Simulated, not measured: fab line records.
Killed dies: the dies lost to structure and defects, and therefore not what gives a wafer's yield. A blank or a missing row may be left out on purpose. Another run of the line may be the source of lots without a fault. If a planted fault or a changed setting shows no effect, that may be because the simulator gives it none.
fab line records	flow nand_harc
[record] lots = 5	wafers = 15	last_day = 32
route steps=1302 shown A_STAIRCASE@824 END@1302
lots that met no fault: from a run of the same line without faults
start_h: hours from the record's first day to the start of the lot's first wafer shown	wait_h: time in hours since the lot's previous step	" identical to the entry in the row above	L1.1+2: a row that stands for several wafers	- no value present, or no start provided	* or withheld: withheld	< > ~ a bound
route shown NAME@n: a module of which the file shows steps, and the number in the route of the first	usual: average and standard deviation across the fault-free wafers	same: alike in all rows	chamber/n: place in a boat	sites: the reading at each site	_std_site: the values' standard deviation	_edge_site: inner sites' mean taken away from outer sites' mean	radius_mm: how far each site lies from the wafer's centre	mask NAME#n: copy n	behind: tool/chamber where the wafer was last shaped	hold: reason for holding the lot/hours on hold/outcome of the hold	device: which transistor (n, p or np) failed to switch	end of line: at the end of the route, the tests of the same wafers	a step with no rows: only its recipe	killed: the dies lost at the first sort to structure and to defects; this is not the yield of the wafer	map: a wafer's dies, marking killed ones x, the rest . and places with no die _
set.NAME: the setting as run; set.NAME@STEP: as run at that earlier step	model.NAME: the simulator's own value behind a step, which no gauge read
lots at some steps of the route; a table a step, a row a wafer
services: when a tool's chamber went out of use (start_h, in hours from the record's first day, below 0 if earlier), for how many hours, and the reason
[[steps]]
[step NHARC_A_STAIRCASE_EBR_306]
[step NHARC_A_STAIRCASE_EXPOSE_307]
[recipe] na = 0.5	dose_mj = 45.72	mask_id = CHOP_50
[step NHARC_A_STAIRCASE_PEB_308]
[recipe] peb_temp_c = 115	peb_time_s = 130
[step NHARC_A_STAIRCASE_DEVELOP_309]
[recipe] time_s = 140
[step NHARC_A_STAIRCASE_HARDBAKE_311]
[recipe] temp_c = 120	time_s = 140
[step NHARC_A_STAIRCASE_DESCUM_312]
[recipe] time_s = 3	o2_flow_sccm = 200	ar_flow_sccm = 0	bias_power_w = 0	chemistry = O2
[usual] drypump_motor_current_A = 5.7/0.43	o2_flow_sccm = 200.0/0.61	oes_product_au = 1.004/0.0076	rf_vpp_V = 57.9/0.9	showerhead_plenum_p_Torr = 1.94/0.064	throttle_valve_pct = 11.311/0.0093
lot.wafer	tool	chamber	start_h	wait_h	drypump_motor_current_A	o2_flow_sccm	oes_product_au	rf_hours_counter_h	rf_vpp_V	showerhead_plenum_p_Torr	throttle_valve_pct
L151.4	rie_diel-01	2	479.66	-	5.5	199.7	1.016	33	58.7	1.92	11.310
L151.2	"	0	"	"	5.4	199.9	1.018	28	56.6	1.94	11.308
L151.3	"	1	"	"	6.2	200.4	0.998	30	56.4	2.03	11.306
L152.1	rie_diel-01	3	489.82	-	5.8	201.2	1.005	34	58.0	1.94	11.309
L152.4	"	0	"	"	5.4	199.7	1.000	31	58.4	1.94	11.296
L152.6	"	2	"	"	5.5	199.6	1.009	-	57.2	1.92	11.321
L153.3	rie_diel-10	0	499.36	-	5.0	200.6	0.989	21	57.5	1.93	11.314
L153.1	"	2	"	"	5.8	200.8	1.001	24	57.1	2.01	11.304
L153.6	"	0	"	"	5.0	200.7	0.997	-	57.0	1.93	11.312
L162.2	rie_diel-10	2	586.98	-	5.8	199.2	1.013	56	58.4	2.00	11.303
L162.3	"	3	"	"	5.9	200.8	1.009	59	56.8	1.83	11.312
L162.5	"	2	"	"	5.8	199.2	1.010	-	57.6	2.00	11.308
L161.3	rie_diel-01	0	587.49	-	5.5	200.2	0.989	7	58.0	1.93	11.308
L161.2	"	1	"	"	6.1	199.4	1.002	7	58.7	2.02	11.290
L161.4	"	2	"	"	5.5	198.9	0.995	6	57.0	1.91	11.322
[step NHARC_A_STAIRCASE_ETCH_313]
[recipe] cf4_flow_sccm = 100	chf3_flow_sccm = 30	ar_flow_sccm = 0	rf_w = 500	bias_w = 200	chemistry = CF4/CHF3
[usual] drypump_motor_current_A = 5.7/0.41	oes_product_au = 0.936/0.018	rf_fwd_power_W = 496.8/1.7	rf_vpp_V = 371.3/2	showerhead_plenum_p_Torr = 1.59/0.051	throttle_valve_pct = 16.802/0.0097
lot.wafer	tool	chamber	start_h	wait_h	drypump_motor_current_A	oes_product_au	rf_fwd_power_W	rf_hours_counter_h	rf_vpp_V	showerhead_plenum_p_Torr	throttle_valve_pct
L151.2	rie_diel-01	1	479.75	0.1	6.1	0.930	498.0	30	374.0	1.66	16.800
L151.3	"	2	"	"	5.5	0.935	497.3	33	371.0	1.58	16.823
L151.4	"	3	"	"	5.9	0.942	497.1	31	370.6	1.60	16.798
L152.4	rie_diel-01	1	490.04	0.2	6.1	0.927	495.9	33	373.4	1.66	16.802
L152.1	"	3	"	"	5.8	0.932	495.6	34	370.6	1.59	16.807
L152.6	"	1	"	"	6.1	0.925	496.4	-	375.0	1.66	16.816
L153.1	rie_diel-10	3	499.45	0.1	5.8	0.933	496.7	24	368.6	1.52	16.802
L153.3	"	0	"	"	5.0	0.934	498.7	21	373.1	1.58	16.807
L153.6	"	3	"	"	5.8	0.928	497.0	-	368.0	1.52	16.805
L162.2	rie_diel-10	3	587.06	0.1	5.8	0.934	498.0	59	367.5	1.51	16.804
L162.3	"	1	"	"	6.4	0.939	496.3	53	370.0	1.59	16.806
L162.5	"	3	"	"	5.8	0.935	496.7	-	367.8	1.51	16.790
L161.4	rie_diel-01	2	587.58	0.1	5.5	0.928	495.3	6	370.3	1.57	16.780
L161.2	"	3	"	"	5.9	0.927	494.7	6	371.3	1.59	16.831
L161.3	"	0	"	"	5.5	0.918	495.7	7	370.9	1.59	16.804
[step NHARC_A_STAIRCASE_HM_OPEN_463]
[recipe] o2_flow_sccm = 400	cos_flow_sccm = 20	ar_flow_sccm = 0	rf_w = 500	bias_w = 300	chemistry = O2/COS
[step NHARC_A_STAIRCASE_STRIP_464]
[recipe] o2_flow_sccm = 400	cos_flow_sccm = 20	ar_flow_sccm = 0	bias_w = 0	chemistry = O2/COS
[step NHARC_A_STAIRCASE_ETCH_453]
[recipe] target_depth_a = 300	overetch_a = 30	time_s = 16.5	ion_energy_ev = 100	cf4_flow_sccm = 80	o2_flow_sccm = 20	ar_flow_sccm = 0	rf_w = 300	bias_w = 100	chemistry = CF4/O2
[step NHARC_A_STAIRCASE_ETCH_315]
[recipe] target_depth_a = 25000	time_s = 607.1	ion_energy_ev = 800	c4f8_flow_sccm = 80	o2_flow_sccm = 60	ar_flow_sccm = withheld	rf_w = 600	bias_w = 3000	chemistry = C4F8/O2/Ar
[step NHARC_A_STAIRCASE_STRIP_316]
[recipe] o2_flow_sccm = 500	ar_flow_sccm = 0	bias_w = 0	chemistry = O2
[usual] drypump_motor_current_A = 5.7/0.42	o2_flow_sccm = 499.8/1.6	oes_product_au = 1.003/0.0086	rf_vpp_V = 57.9/0.94	showerhead_plenum_p_Torr = 3.57/0.11	throttle_valve_pct = 17.037/0.0091
lot.wafer	tool	chamber	start_h	wait_h	drypump_motor_current_A	o2_flow_sccm	oes_product_au	rf_hours_counter_h	rf_vpp_V	showerhead_plenum_p_Torr	throttle_valve_pct
L151.2	rie_diel-01	0	480.69	-	5.5	501.2	1.009	28	58.0	3.57	17.015
L151.3	"	2	"	"	5.5	500.0	1.009	34	57.4	3.54	17.031
L151.4	"	3	"	"	5.8	500.0	1.002	31	57.6	3.58	17.047
L152.4	rie_diel-01	1	491.01	-	6.1	496.5	1.012	34	57.4	3.73	17.036
L152.1	"	3	"	"	5.9	499.7	1.008	34	58.0	3.57	17.021
L152.6	"	0	"	"	5.4	499.0	1.005	-	58.3	3.57	17.025
L153.1	rie_diel-10	2	500.54	-	5.8	501.1	1.004	25	59.5	3.70	17.033
L153.3	"	1	"	"	6.4	497.4	0.995	26	59.7	3.59	17.046
L153.6	"	2	"	"	5.8	501.3	1.000	-	58.4	3.70	17.045
L162.2	rie_diel-10	3	587.99	-	5.9	502.6	1.025	59	59.1	3.38	17.037
L162.3	"	0	"	"	5.0	499.3	1.013	51	58.1	3.53	17.050
L162.5	"	3	"	"	5.9	500.3	1.015	-	56.6	3.38	17.023
L161.3	rie_diel-01	3	588.51	-	5.9	498.1	0.991	6	56.0	3.56	17.033
L161.2	"	0	"	"	5.5	498.8	0.995	8	57.4	3.56	17.038
L161.4	"	1	"	"	6.1	499.7	0.995	8	57.6	3.71	17.051
[step NHARC_A_STAIRCASE_STRIP_317]
[recipe] time_s = 900	temp_c = 130	chemistry = SPM
[step NHARC_A_STAIRCASE_PRECLEAN_318]
[recipe] time_s = *	temp_c = 50	bath_age_min = 0	chemistry = SC1
[step NHARC_A_STAIRCASE_SRD_329]
[step NHARC_A_STAIRCASE_ALD_415]
[recipe] target_thk_a = 300	pulse_time_s = 6	ald_cycles = 300	temp_c = 300	material = SiO2
[usual] heater_power_w = 471/51	precursor_pulse_height_rel = 1.001/0.019
lot.wafer	tool	chamber	start_h	wait_h	heater_power_w	precursor_pulse_height_rel
L151.3	ald_hk-02	3	481.53	0.1	486	1.056
L151.4	"	1	"	"	472	1.014
L151.2	"	2	"	"	381	0.989
L152.1	ald_hk-01	1	492.28	0.5	480	0.990
L152.4	"	2	"	"	556	0.953
L152.6	"	0	"	"	454	0.995
L153.3	ald_hk-03	0	501.93	0.5	493	1.049
L153.1	"	1	"	"	484	0.968
L153.6	"	3	"	"	545	1.005
L162.2	ald_hk-02	3	589.15	0.4	463	0.997
L162.3	"	2	"	"	388	0.992
L162.5	"	0	"	"	465	0.994
L161.3	ald_hk-01	3	589.35	0.1	435	0.991
L161.4	"	0	"	"	463	0.997
L161.2	"	1	"	"	462	0.995
[step NHARC_A_STAIRCASE_ETCHBACK_416]
[recipe] target_depth_a = 360	time_s = 7.2	c4f8_flow_sccm = withheld	o2_flow_sccm = 8	ar_flow_sccm = withheld	rf_w = 600	bias_w = 800	chemistry = C4F8/O2/Ar
[step NHARC_A_STAIRCASE_STRIP_476]
[recipe] time_s = 20	o2_flow_sccm = 500	ar_flow_sccm = 0	bias_w = 0	chemistry = O2
[step NHARC_A_STAIRCASE_DEP_417]
[recipe] target_thk_a = 600	step_coverage_pct = 20	temp_c = 400	target_thk_nm = 60	flow_sccm = 200	rf_w = 450	material = Si3N4
[usual] heater_power_w = 737/120	rf_fwd_power_W = 448.8/1.3
lot.wafer	tool	chamber	start_h	wait_h	heater_power_w	rf_fwd_power_W
L151.3	pecvd-04	0	483.79	-	768	450.4
L151.2	"	2	"	"	585	449.5
L151.4	"	0	"	"	757	447.2
L152.1	pecvd-02	2	494.18	-	752	448.3
L152.6	"	0	"	"	1055	448.3
L152.4	"	2	"	"	743	447.7
L153.1	pecvd-02	0	503.74	-	1080	451.3
L153.3	"	1	"	"	713	448.7
L153.6	"	2	"	"	717	447.9
L162.2	pecvd-04	2	591.43	-	583	448.7
L162.3	"	0	"	"	714	449.1
L162.5	"	2	"	"	580	447.8
L161.2	pecvd-01	0	591.68	-	659	449.5
L161.3	"	1	"	"	768	449.4
L161.4	"	1	"	"	759	450.2
[step NHARC_A_STAIRCASE_WET_418]
[recipe] temp_c = 160	target_depth_a = 200	chemistry = H3PO4
[step NHARC_A_STAIRCASE_PRECLEAN_419]
[recipe] time_s = *	temp_c = 50	bath_age_min = 0	chemistry = SC1
[step NHARC_A_STAIRCASE_SRD_421]
[step NHARC_A_STAIRCASE_ALD_420]
[recipe] target_thk_a = 200	pulse_time_s = 6	ald_cycles = 200	temp_c = 300	material = SiO2
[step NHARC_A_STAIRCASE_CVD_552]
[recipe] target_thk_a = 400	temp_c = 700	pressure_mtorr = 300	material = SiNx
[step NHARC_A_STAIRCASE_DEP_151]
[recipe] target_thk_a = 72000	temp_c = 400	target_thk_nm = 7200	teos_flow_sccm = 200	rf_w = 500	material = SiO2
[step NHARC_A_STAIRCASE_ANNEAL_320]
[recipe] temp_c = 750	time_s = 1800
[step NHARC_A_STAIRCASE_DEP_322]
[recipe] target_thk_a = 72000	temp_c = 400	target_thk_nm = 7200	teos_flow_sccm = 200	rf_w = 500	material = SiO2
[usual] heater_power_w = 641/120	rf_fwd_power_W = 499.4/1.6
lot.wafer	tool	chamber	start_h	wait_h	heater_power_w	rf_fwd_power_W
L151.3	pecvd-04	0	504.34	0.1	807	498.9
L151.2	"	2	"	"	508	497.2
L151.4	"	1	"	"	535	498.7
L152.1	pecvd-02	1	517.80	0.3	706	499.0
L152.4	"	0	"	"	859	500.7
L152.6	"	1	"	"	606	497.0
L153.3	pecvd-04	0	524.47	0.2	659	499.9
L153.1	"	1	"	"	679	497.5
L153.6	"	0	"	"	637	501.5
L162.2	pecvd-04	1	609.15	0.1	658	500.3
L162.3	"	2	"	"	602	497.4
L162.5	"	1	"	"	543	500.9
L161.3	pecvd-01	1	609.42	0.3	671	498.4
L161.2	"	0	"	"	650	497.7
L161.4	"	1	"	"	639	499.7
[step NHARC_A_STAIRCASE_ANNEAL_323]
[recipe] temp_c = 750	time_s = 1800
[step NHARC_A_STAIRCASE_DEP_325]
[recipe] target_thk_a = 72000	temp_c = 400	target_thk_nm = 7200	teos_flow_sccm = 200	rf_w = 500	material = SiO2
[step NHARC_A_STAIRCASE_ANNEAL_326]
[recipe] temp_c = 750	time_s = 1800
[step NHARC_A_STAIRCASE_DEHYDRATE_433]
[recipe] temp_c = 150	time_s = 120
[step NHARC_A_STAIRCASE_HMDS_434]
[recipe] time_s = 30
[step NHARC_A_STAIRCASE_COAT_435]
[recipe] spin_rpm = 1200
[step NHARC_A_STAIRCASE_SOFTBAKE_436]
[recipe] temp_c = 135	time_s = 170
[step NHARC_A_STAIRCASE_EBR_437]
[step NHARC_A_STAIRCASE_EXPOSE_438]
[recipe] na = 0.5	dose_mj = 28.97	mask_id = STAIR_REV
[step NHARC_A_STAIRCASE_PEB_439]
[recipe] peb_temp_c = 115	peb_time_s = 130
[step NHARC_END_SORT_01]
[recipe] temp_c = 25
[usual] killed_at_array = 46/15	killed_at_other = 0.8/1.1	killed_at_periphery = 4.0/2.9	killed_dies = 50/15	killed_open = 3.2/1.8	killed_short = 2.3/1.6
[same] gross_dies = 677
lot.wafer	tool	chamber	start_h	wait_h	killed_at_array	killed_at_other	killed_at_periphery	killed_dies	killed_open	killed_short
L161.2	prober-01	0	770.56	2.8	105	1	3	109	1	5
L161.3	prober-01	0	771.37	3.1	95	0	1	96	2	3
L161.4	prober-01	0	772.18	3.4	93	2	1	96	3	1
// killed by level:class
L161.2 A_STAIRCASE:unspecified=60 A_CHANNEL_HOLE_D2:chamber_film_flake=15 A_CONTACT:chamber_film_flake=12 A_CHANNEL_HOLE_D1:chamber_film_flake=7 A_SLIT:chamber_film_flake=5 P_GATE:chamber_film_flake=2 P_CONTACT:geometric_particle:short=1 A_ONON_D1:geometric_particle:short=1
L161.3 A_STAIRCASE:unspecified=39 A_CHANNEL_HOLE_D2:chamber_film_flake=26 A_CONTACT:chamber_film_flake=11 A_SLIT:chamber_film_flake=5 A_STAIRCASE:chamber_film_flake=3 A_WL_FILL:chamber_film_flake=3 A_CHANNEL_FILL_D2:geometric_particle:short=2 A_CHANNEL_FILL_D2:chamber_film_flake=2
L161.4 A_STAIRCASE:unspecified=50 A_CHANNEL_HOLE_D2:chamber_film_flake=25 A_CONTACT:chamber_film_flake=10 A_STAIRCASE:chamber_film_flake=2 THIN_TSV:chamber_film_flake=2 A_CHANNEL_HOLE_D2:geometric_particle:short=1 A_CONTACT:geometric_particle:open=1 A_M0:geometric_particle:open=1
// map L161.2 (x killed, . not)
____________.____________
_________......._________
_______..........._______
______.............______
_____..............._____
____.................____
____.................____
___............x......___
___..................x___
__...........x.....x...__
__..............x.....x__
_....................x.._
_.............x......x.._
_..............x......x._
_.......x..............._
_...................x..._
..................x.x....
......................x..
.............x.......xxx.
..............x..........
.........................
_..................x.x.._
_..................xx.x._
_........x.......xxxxx.._
_................xxxxxxx_
_..............xxxxxxxxx_
__....x........xxxxxxxx__
__..............xxxxxxx__
___............xxxxxxx___
___.............xxxxxx___
____..........xx.xxxx____
____..x......xx.xxxxx____
_____.......xxx..xxx_____
______.......xxxxx.______
_______......xxx.._______
_________...xxx._________
____________x____________
// map L151.4 (x killed, . not)
____________.____________
_________......._________
_______...x......._______
______...........x.______
_____..............._____
____.................____
____...x.............____
___..............x....___
___............x......___
__.....................__
__...................x.__
_.....x......x...x...x.._
_....x.................._
_......................._
_......................._
_......................._
.........................
...................x.....
..................x......
.x.......................
.x.......................
_...................x..x_
_...............x...xxxx_
_....................xxx_
_.x.................xxxx_
_..................xxxxx_
__.................xxxx__
__.................xxxx__
___...............xxx.___
___.................x.___
____..........x.x...x____
____..xx.....x.......____
_____.........xxx.x._____
______.....xxxxx...______
_______...xxxxxx.._______
_________..xxxxx_________
____________x____________
[[services]]
tool	chamber	start_h	hours	kind
rie_diel-01	0	464.17	-	clean
rie_diel-01	1	464.17	-	clean
rie_diel-01	2	464.17	-	clean
rie_diel-01	3	464.17	-	clean
ald_hk-01	-	477.54	10.0	pm
rie_diel-01	0	488.67	-	clean
rie_diel-01	1	488.67	-	clean
rie_diel-01	2	488.67	-	clean
rie_diel-01	3	488.67	-	clean
pecvd-01	-	492.56	2.3	repair
pecvd-01	-	498.23	13.0	pm
rie_diel-01	0	513.17	-	clean
rie_diel-01	1	513.17	-	clean
rie_diel-01	2	513.17	-	clean
rie_diel-01	3	513.17	-	clean
ald_hk-02	-	531.35	10.0	pm
rie_diel-01	0	537.67	-	clean
rie_diel-01	1	537.67	-	clean
pecvd-02	-	547.36	3.9	repair
ald_hk-02	-	554.60	1.1	repair
rie_diel-01	-	558.64	9.0	pm
ald_hk-03	-	572.46	10.0	pm
pecvd-02	-	589.00	13.0	pm
rie_diel-10	-	596.66	9.0	pm
[[key]]
[first_sign] step = NHARC_END_SORT_01	reading = killed_at_array	direction = up	sigmas = 3.4	usual = 46	struck = 98
[effect] step = NHARC_END_SORT_01	reading = killed_dies	direction = up	sigmas = 3.3	usual = 50	struck = 100
[more_kills_born_at] NHARC_A_STAIRCASE_STRIP_316@rie_diel-01 = 145
met_at NHARC_A_STAIRCASE_STRIP_316
struck_wafers L161.2,L161.3,L161.4
tester_left_out L161
onset_between 491.01 588.51
[fault] kind = chamber_particle_source	tool = rie_diel-01	chamber = -	onset_h = 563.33	steps = NHARC_A_STAIRCASE_STRIP_316	rate_per_visit_cm2 = 0.74546	end_h = 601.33
// tester_left_out: of these lots the tester's yield and bins aren't shown, on N5 and GAA mostly nor the transistor test; their killed dies are dies lost to structure and defects alone, not to doping, threshold or leakage, so they don't give the yield
